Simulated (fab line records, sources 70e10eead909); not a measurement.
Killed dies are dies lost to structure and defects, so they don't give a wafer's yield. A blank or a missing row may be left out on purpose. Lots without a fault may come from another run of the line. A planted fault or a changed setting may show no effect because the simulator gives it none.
fab line records | flow nand_harc
record lots=13 wafers=39 last_day=34
route steps=1302 shown A_CONTACT@1067 END@1302
lots that met no fault: from a run of the same line without faults
start_h: hours from the record's first day to the start of the lot's first wafer shown | wait_h: hours since the lot's step before | " the same as in the row above | L1.1+2: a row that stands for several wafers | - no value, or no start given | * or withheld: withheld | < > ~ a bound
route shown NAME@n: a module of which the file shows steps, and the number in the route of the first | usual: mean/standard deviation of fault-free wafers | same: alike in all rows | chamber/n: place in a boat | sites: the reading at each site | _std_site: their standard deviation | _edge_site: outer sites' mean less inner sites' | radius_mm: how far each site lies from the wafer's centre | mask NAME#n: copy n | behind: the tool/chamber that last shaped the wafer | hold: why the lot was held/for how many hours/how that ended | device: the transistor (n, p or np) that didn't switch | end of line: the same wafers' tests at the end of the route | a step without rows: its recipe alone | killed: dies lost to structure and defects at the first sort, not the wafer's yield | map: a wafer's dies, x killed, . not, _ none there
set.NAME: the setting as run; set.NAME@STEP: as run at that earlier step | model.NAME: the simulator's own value behind a step, which no gauge read
steps of the route over a sample of lots; a table a step, a row a wafer
services: from which hour (start_h, from the record's first day; less than 0 if before it) a tool's chamber was out of use, for how many hours, and why
## steps
# step NHARC_A_CONTACT_DEP_85
# recipe target_thk_a=600 target_thk_nm=60 temp_c=400 pressure_torr=3.5 flow_sccm=200 rf_w=350 material=SiON
# usual heater_power_w=717/130
# columns lot.wafer tool chamber start_h wait_h heater_power_w
L445.2 pecvd-04 1 527.24 1.2 897
L445.1 " 2 " " 588
L445.5 " 0 " " 877
L443.3 pecvd-03 1 528.98 0.9 716
L443.4 " 2 " " 577
L443.5 " 1 " " 697
L446.2 pecvd-04 1 531.56 1.2 788
L446.6 " 2 " " 527
L446.4 " 1 " " 793
L449.1 pecvd-04 1 547.15 1.5 803
L449.2 " 2 " " 599
L449.4 " 1 " " 807
L448.2 pecvd-02 0 553.31 1.2 634
L448.6 " 0 " " 651
L448.5 " 1 " " 762
L453.3 pecvd-04 0 591.38 0.9 937
L453.1 " 1 " " 861
L453.5 " 1 " " 853
L451.1 pecvd-03 1 599.16 1.5 885
L451.6 " 0 " " 636
L451.5 " 2 " " 588
L452.1 pecvd-03 1 604.29 1.5 904
L452.3 " 2 " " 592
L452.4 " 1 " " 906
L450.1 pecvd-02 1 604.51 1.5 721
L450.2 " 2 " " 608
L450.4 " 2 " " 616
L457.1 pecvd-03 0 641.15 1.5 595
L457.4 " 0 " " 595
L457.6 " 1 " " 743
L458.3 pecvd-04 0 648.70 0.9 836
L458.2 " 1 " " 890
L458.6 " 2 " " 655
L463.3 pecvd-04 0 689.52 0.9 873
L463.1 " 1 " " 940
L463.4 " 2 " " 633
L464.3 pecvd-03 1 745.74 0.9 878
L464.4 " 0 " " 601
L464.6 " 2 " " 604
# step NHARC_A_CONTACT_ETCH_138
# recipe source_w=withheld pressure_mtorr=20 bias_v=1200 time_s=311 target_depth_a=19140 ar_flow_sccm=withheld c4f8_flow_sccm=withheld o2_flow_sccm=withheld chemistry=C4F8/O2/Ar
# columns lot.wafer tool chamber start_h wait_h rf_hours_counter_h
L445.2 har_cap_etch-01 0 530.14 0.2 6
L445.1 " 1 " " 6
L445.5 " 1 " " -
L443.4 har_cap_etch-02 0 532.17 0.2 -
L443.3 " 1 " " -
L443.5 " 1 " " -
L446.2 har_cap_etch-01 1 534.68 0.2 8
L446.4 " 0 " " -
L446.6 " 1 " " -
L449.1 har_cap_etch-02 1 550.07 0.2 98
L449.2 " 0 " " 98
L449.4 " 1 " " -
L448.2 har_cap_etch-01 0 556.37 0.2 11
L448.5 " 1 " " -
L448.6 " 0 " " -
L453.1 har_cap_etch-03 1 594.52 0.2 55
L453.3 " 0 " " -
L453.5 " 1 " " -
L451.1 har_cap_etch-02 1 602.38 0.2 105
L451.6 " 1 " " -
L451.5 " 0 " " -
L452.1 har_cap_etch-03 1 607.30 0.2 58
L452.4 " 1 " " -
L452.3 " 0 " " -
L450.2 har_cap_etch-02 0 607.64 0.2 107
L450.1 " 1 " " 107
L450.4 " 1 " " -
L457.1 har_cap_etch-01 0 644.20 0.2 25
L457.4 " 0 " " -
L457.6 " 0 " " -
L458.2 har_cap_etch-01 0 651.84 0.2 26
L458.3 " 1 " " -
L458.6 " 1 " " -
L463.1 har_cap_etch-02 1 692.54 0.2 122
L463.3 " 1 " " -
L463.4 " 0 " " -
L464.4 har_cap_etch-02 0 748.85 0.2 -
L464.3 " 1 " " -
L464.6 " 0 " " -
# step NHARC_A_CONTACT_ETCH_139
# recipe source_w=withheld pressure_mtorr=20 bias_v=400 time_s=195 target_depth_a=8400 ar_flow_sccm=withheld c4f8_flow_sccm=11.5 o2_flow_sccm=7.2 chemistry=C4F8/O2/Ar
# columns lot.wafer tool chamber start_h wait_h rf_hours_counter_h
L445.2 har_cap_etch-01 0 530.41 0.2 7
L445.1 " 1 " " 7
L445.5 " 1 " " -
L443.4 har_cap_etch-02 0 532.44 0.2 -
L443.3 " 1 " " -
L443.5 " 1 " " -
L446.2 har_cap_etch-01 1 534.96 0.2 8
L446.4 " 0 " " -
L446.6 " 1 " " -
L449.1 har_cap_etch-02 1 550.34 0.2 98
L449.2 " 0 " " 98
L449.4 " 1 " " -
L448.2 har_cap_etch-01 0 556.64 0.2 11
L448.5 " 1 " " -
L448.6 " 0 " " -
L453.1 har_cap_etch-03 1 594.79 0.2 55
L453.3 " 0 " " -
L453.5 " 1 " " -
L451.1 har_cap_etch-02 1 602.65 0.2 106
L451.6 " 1 " " -
L451.5 " 0 " " -
L452.1 har_cap_etch-03 1 607.58 0.2 58
L452.4 " 1 " " -
L452.3 " 0 " " -
L450.2 har_cap_etch-02 0 607.91 0.2 107
L450.1 " 1 " " 107
L450.4 " 1 " " -
L457.1 har_cap_etch-01 0 644.47 0.2 25
L457.4 " 0 " " -
L457.6 " 0 " " -
L458.2 har_cap_etch-01 0 652.11 0.2 26
L458.3 " 1 " " -
L458.6 " 1 " " -
L463.1 har_cap_etch-02 1 692.81 0.2 123
L463.3 " 1 " " -
L463.4 " 0 " " -
L464.4 har_cap_etch-02 0 749.12 0.2 -
L464.3 " 1 " " -
L464.6 " 0 " " -
# step NHARC_A_CONTACT_CMP_20
# recipe t_overpolish_s=30 target_thk_nm=300
# usual motor_current_A=11.8/1.1 overpolish_run_s=30.001/0.0091 time_to_endpoint_s=59.2/2.7
# columns lot.wafer tool chamber start_h wait_h motor_current_A overpolish_run_s time_to_endpoint_s
L445.1 cmp-01 2 533.21 0.8 12.5 30.011 55.0
L445.2 " 3 " " 10.8 29.997 55.7
L445.5 " 3 " " 10.1 29.989 55.0
L443.3 cmp-03 0 535.54 0.5 13.6 30.016 60.6
L443.4 " 2 " " 10.5 29.999 62.9
L443.5 " 1 " " 11.9 29.995 60.6
L446.2 cmp-03 3 537.78 0.6 11.7 30.009 61.0
L446.4 " 1 " " 12.2 29.991 57.6
L446.6 " 3 " " 11.6 30.010 59.0
L449.4 cmp-02 2 553.15 0.4 10.2 30.005 58.6
L449.2 " 3 " " 12.5 30.006 60.1
L449.1 " 0 " " 11.0 29.993 61.7
L448.2 cmp-02 3 559.47 0.8 12.3 29.990 56.8
L448.5 " 1 " " 12.3 29.990 57.5
L448.6 " 2 " " 10.3 29.995 56.6
L453.1 cmp-02 3 597.65 0.8 12.1 30.007 58.7
L453.3 " 1 " " 11.7 30.004 54.5
L453.5 " 0 " " 12.0 29.995 59.6
L451.1 cmp-03 2 606.44 1.4 10.4 30.014 60.0
L451.6 " 1 " " 12.2 29.995 60.0
L451.5 " 2 " " 10.5 30.018 60.9
L450.2 cmp-03 0 610.88 0.8 13.1 29.997 60.5
L450.1 " 2 " " 10.5 30.005 62.5
L450.4 " 3 " " 11.9 30.004 58.7
L452.3 cmp-02 0 611.17 0.9 11.0 29.998 56.2
L452.1 " 2 " " 10.7 30.005 56.4
L452.4 " 3 " " 13.0 30.006 57.1
L457.1 cmp-01 2 647.74 0.6 11.8 29.997 59.9
L457.4 " 3 " " 10.7 29.997 59.5
L457.6 " 3 " " 10.3 30.003 61.0
L458.2 cmp-02 0 654.90 0.7 11.4 29.988 55.1
L458.3 " 1 " " 12.6 29.989 55.7
L458.6 " 0 " " 11.4 30.016 56.9
L463.3 cmp-03 1 695.62 0.5 11.8 29.991 56.4
L463.4 " 2 " " 10.1 30.009 36.4
L463.1 " 0 " " 13.5 30.004 60.7
L464.4 cmp-01 1 752.07 0.4 12.3 30.011 57.2
L464.3 " 2 " " 12.1 30.011 57.3
L464.6 " 1 " " 12.6 30.001 55.8
# step NHARC_END_SORT_01
# recipe temp_c=25
# usual killed_at_array=41/10 killed_at_other=0.8/0.91 killed_at_periphery=4.2/2.9 killed_dies=46/10 killed_open=3.5/2.1 killed_short=2.5/1.6
# same gross_dies=677
# columns lot.wafer tool chamber start_h wait_h killed_at_array killed_at_other killed_at_periphery killed_dies killed_open killed_short
L449.1 prober-01 0 600.52 2.5 28 1 1 30 3 1
L449.2 prober-01 0 601.32 2.8 26 0 4 30 7 0
L449.4 prober-01 0 602.92 3.4 32 1 2 35 3 4
L457.1 prober-01 0 692.74 2.5 32 0 5 37 1 2
L457.4 prober-01 0 695.11 3.4 46 0 9 55 3 2
L457.6 prober-01 0 696.69 4.0 32 0 7 39 1 3
L458.2 prober-02 0 701.31 2.8 38 0 2 40 6 1
L458.3 prober-02 0 702.12 3.1 44 0 0 44 6 3
L458.6 prober-02 0 704.56 4.1 34 1 2 37 4 3
# killed by level:class
L449.1 A_CONTACT:chamber_film_flake=8 A_CHANNEL_HOLE_D2:chamber_film_flake=7 A_ZERO_WELL:chamber_film_flake=2 A_CHANNEL_HOLE_D1:chamber_film_flake=2 A_BONDPAD:chamber_film_flake=2 A_ONON_D1:geometric_particle:open=1 A_CHANNEL_FILL_D2:geometric_particle:open=1 A_M0:geometric_particle:short=1
L449.2 A_CHANNEL_HOLE_D2:chamber_film_flake=8 A_CONTACT:chamber_film_flake=7 A_BONDPAD:chamber_film_flake=3 P_M1:geometric_particle:open=2 A_CHANNEL_HOLE_D1:chamber_film_flake=2 A_STAIRCASE:chamber_film_flake=2 P_STI:geometric_particle:open=1 P_M0:geometric_particle:open=1
L449.4 A_CONTACT:chamber_film_flake=7 A_CHANNEL_HOLE_D2:chamber_film_flake=5 A_CHANNEL_HOLE_D1:chamber_film_flake=4 A_BONDPAD:chamber_film_flake=4 A_STAIRCASE:chamber_film_flake=3 A_DECK1_JOINT:geometric_particle:short=2 A_SLIT:chamber_film_flake=2 P_GATE:geometric_particle:short=1
L457.1 A_CHANNEL_HOLE_D1:chamber_film_flake=13 A_CHANNEL_HOLE_D2:chamber_film_flake=10 P_GATE:chamber_film_flake=5 A_DECK1_JOINT:geometric_particle:short=1 A_SGD_CUT:geometric_particle:short=1 A_M0:geometric_particle:open=1 A_CHANNEL_FILL_D2:chamber_film_flake=1 A_STAIRCASE:chamber_film_flake=1
L457.4 A_CHANNEL_HOLE_D1:chamber_film_flake=20 A_CHANNEL_HOLE_D2:chamber_film_flake=15 P_GATE:chamber_film_flake=7 A_STAIRCASE:chamber_film_flake=2 A_BLC:chamber_film_flake=2 P_M0:geometric_particle:open=1 P_M1:geometric_particle:open=1 A_SLIT:chamber_film_flake=1
L457.6 A_CHANNEL_HOLE_D1:chamber_film_flake=16 P_GATE:chamber_film_flake=6 A_CHANNEL_HOLE_D2:chamber_film_flake=5 A_ZERO_WELL:chamber_film_flake=2 A_STAIRCASE:chamber_film_flake=2 A_BLC:chamber_film_flake=2 P_STI:geometric_particle:short=1 A_CHANNEL_HOLE_D1:geometric_particle:short=1
L458.2 A_CHANNEL_HOLE_D2:chamber_film_flake=14 A_CONTACT:chamber_film_flake=6 A_DECK1_JOINT:chamber_film_flake=4 A_CHANNEL_FILL_D2:chamber_film_flake=2 A_STAIRCASE:chamber_film_flake=2 A_SLIT:chamber_film_flake=2 P_GATE:geometric_particle:open=1 A_SOURCE_PLATE:geometric_particle:short=1
L458.3 A_CHANNEL_HOLE_D2:chamber_film_flake=12 A_CONTACT:chamber_film_flake=7 A_SLIT:chamber_film_flake=6 A_DECK1_JOINT:chamber_film_flake=3 A_SOURCE_PLATE:geometric_particle:open=2 A_M0:geometric_particle:short=2 A_CHANNEL_HOLE_D1:chamber_film_flake=2 A_STAIRCASE:chamber_film_flake=2
L458.6 A_CONTACT:chamber_film_flake=9 A_CHANNEL_HOLE_D2:chamber_film_flake=8 A_CHANNEL_HOLE_D1:chamber_film_flake=3 A_STAIRCASE:chamber_film_flake=3 A_CHANNEL_FILL_D2:geometric_particle:open=2 A_CHANNEL_FILL_D1:chamber_film_flake=2 A_DECK1_JOINT:chamber_film_flake=2 A_ONON_D1:geometric_particle:open=1
## services
# columns tool chamber start_h hours kind
cmp-02 - 505.22 1.2 repair
pecvd-04 - 511.54 0.3 repair
cmp-03 - 521.68 3.7 repair
har_cap_etch-03 - 531.50 0.2 repair
cmp-02 - 535.70 4.0 pm
pecvd-03 - 547.14 13.0 pm
cmp-03 - 554.00 4.0 pm
cmp-01 - 577.60 4.0 pm
pecvd-04 2 599.65 8.6 repair
pecvd-03 - 607.19 0.6 repair
pecvd-04 - 631.14 13.0 pm
cmp-02 - 633.70 4.0 pm
cmp-03 - 652.00 4.0 pm
cmp-02 - 655.23 0.9 repair
cmp-03 - 673.06 4.9 repair
cmp-01 - 675.60 4.0 pm
cmp-02 - 696.23 2.2 repair
cmp-03 - 707.52 2.1 repair
cmp-02 - 727.71 1.4 repair
pecvd-03 - 728.14 13.0 pm
cmp-02 - 731.70 4.0 pm
cmp-02 - 742.38 0.8 repair
cmp-03 - 750.00 4.0 pm
cmp-02 - 750.37 4.3 repair
## key
first_sign step=NHARC_A_CONTACT_CMP_20 reading=time_to_endpoint_s direction=down sigmas=8.5 usual=* struck=*
effect none on later readings
met_at NHARC_A_CONTACT_CMP_20
struck_lots L463
struck_wafers L463.4
tester_left_out L463
not_acting_at NHARC_A_CONTACT_DEP_85,NHARC_A_CONTACT_ETCH_138,NHARC_A_CONTACT_ETCH_139
onset_between 610.88 695.62
fault kind=process_parameter_drift tool=cmp-03 chamber=2 onset_h=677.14 steps=NHARC_A_CONTACT_CMP_20 channel=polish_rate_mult offset=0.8 shape=step end_h=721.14
# tester_left_out: of these lots the tester's yield and bins aren't shown, on N5 and GAA mostly nor the transistor test; their killed dies are dies lost to structure and defects alone, not to doping, threshold or leakage, so they don't give the yield
